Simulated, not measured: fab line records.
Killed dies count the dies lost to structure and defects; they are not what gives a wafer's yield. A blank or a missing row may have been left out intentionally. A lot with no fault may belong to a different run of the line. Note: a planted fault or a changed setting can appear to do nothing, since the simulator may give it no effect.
Split-lot study    flow n5 finfet    21 wafers read across 7 lots, on a route 1938 steps long

ABOUT THE SPLIT
At N5_BEOL_M9_ETCH_61 (etches SiARC in CF4, target depth 39 nm, time 65 s), the setting source w was moved away from the recipe's 545 W on 9 of the 21 wafers read, by -17.0% to +16.9%. All remaining wafers had this setting at the recipe value.

Reading taken at the split's own step.

THE READING
rf vpp V, in V, at N5_BEOL_M9_ETCH_61 (etches SiARC in CF4, target depth 39 nm, time 65 s). A value of 183.8 V with a standard deviation of 1.1 V is what fault-free wafers of this fab line usually give.

wafer   tool, chamber at the split  source w as run, W  against the recipe  rf vpp V, V  against lot-mates on the recipe
L074.1  rie diel-05, 2              545                 recipe              184.3        -
L074.3  rie diel-05, 3              545                 recipe              183.4        -
L074.4  rie diel-05, 1              545                 recipe              183.2        -
L075.3  rie diel-05, 1              545                 recipe              183.6        -
L075.4  rie diel-05, 2              545                 recipe              183.9        -
L075.5  rie diel-05, 2              483.3               -11.3%              192.1        +8.3
L085.1  rie diel-04, 2              545                 recipe              182.8        -
L085.2  rie diel-04, 3              545                 recipe              185.3        -
L085.6  rie diel-04, 2              545                 recipe              184.4        -
L092.2  rie diel-05, 3              592.8               +8.8%               179.7        -3.9
L092.3  rie diel-05, 2              592.8               +8.8%               179.0        -4.6
L092.4  rie diel-05, 0              545                 recipe              183.6        -
L091.4  rie diel-03, 1              545                 recipe              183.8        -
L091.5  rie diel-03, 2              636.9               +16.9%              176.0        -7.8
L091.6  rie diel-03, 1              636.9               +16.9%              173.9        -9.9
L093.1  rie diel-05, 1              545                 recipe              182.8        -
L093.3  rie diel-05, 0              575.4               +5.6%               181.0        -1.8
L093.5  rie diel-05, 1              575.4               +5.6%               178.8        -4.0
L095.2  rie diel-03, 1              545                 recipe              185.1        -
L095.5  rie diel-03, 0              452.1               -17.0%              195.9        +10.8
L095.6  rie diel-03, 3              452.1               -17.0%              197.2        +12.1

FIT RESULTS
A straight line over all 21 wafers: rf vpp V changes by -0.641 V for each +1% of source w; r = -0.98; the points scatter about the line by 1.2 V.
The same after taking each lot's own level away (the mean of its wafers on the recipe; 21 wafers): -0.601 V for each +1%; r = -0.98; scatter 0.93 V.
That fit puts the effect of the largest move of source w on the reading at 10 V.
Across the lots, their own levels run from 182.80 to 185.10 V, a range of 2.1 times the standard deviation given above.
The two slopes agree, so the slope changes little with the lot-to-lot level.
Check: +10.7 V against its lot-mates is what the line predicts for one of the wafers moved furthest among these (-17.0%) when that wafer is left out of the fit. It came out at +10.8 V against them.
Tool readings at the split's step, against how far the setting was moved: etch rf on time s r = -0.96; rf vpp V r = -0.98.

FURTHER SPLITS ON THESE WAFERS
These wafers also went through other splits before the reading. Each is held against what the fit with the lots' levels taken away leaves over:
other split on the same wafers  wafers away from the commonest value  r with rf vpp V (lot level and that fit taken away)
N5_BEOL_M7_ILD_DEP_00 time s    9                                     -0.19
N5_BEOL_M7_COAT_05 spin rpm     6                                     -0.08
N5_BEOL_M8_DESCUM_16 time s     7                                     +0.13

THE WHOLE CHAIN: every reading that the file lists as answering this split, in the file's order
step                what it does                                        reading            change (the file's fit)               r (the file's)
N5_BEOL_M9_ETCH_61  etches SiARC in CF4, target depth 39 nm, time 65 s  etch rf on time s  withheld for each +1% of the setting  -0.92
N5_BEOL_M9_ETCH_61  etches SiARC in CF4, target depth 39 nm, time 65 s  rf vpp V           -0.607 V for each +1% of the setting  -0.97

FILE'S OWN FIT
rf vpp V changes by -0.607 V for each +1% of source w, r = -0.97.
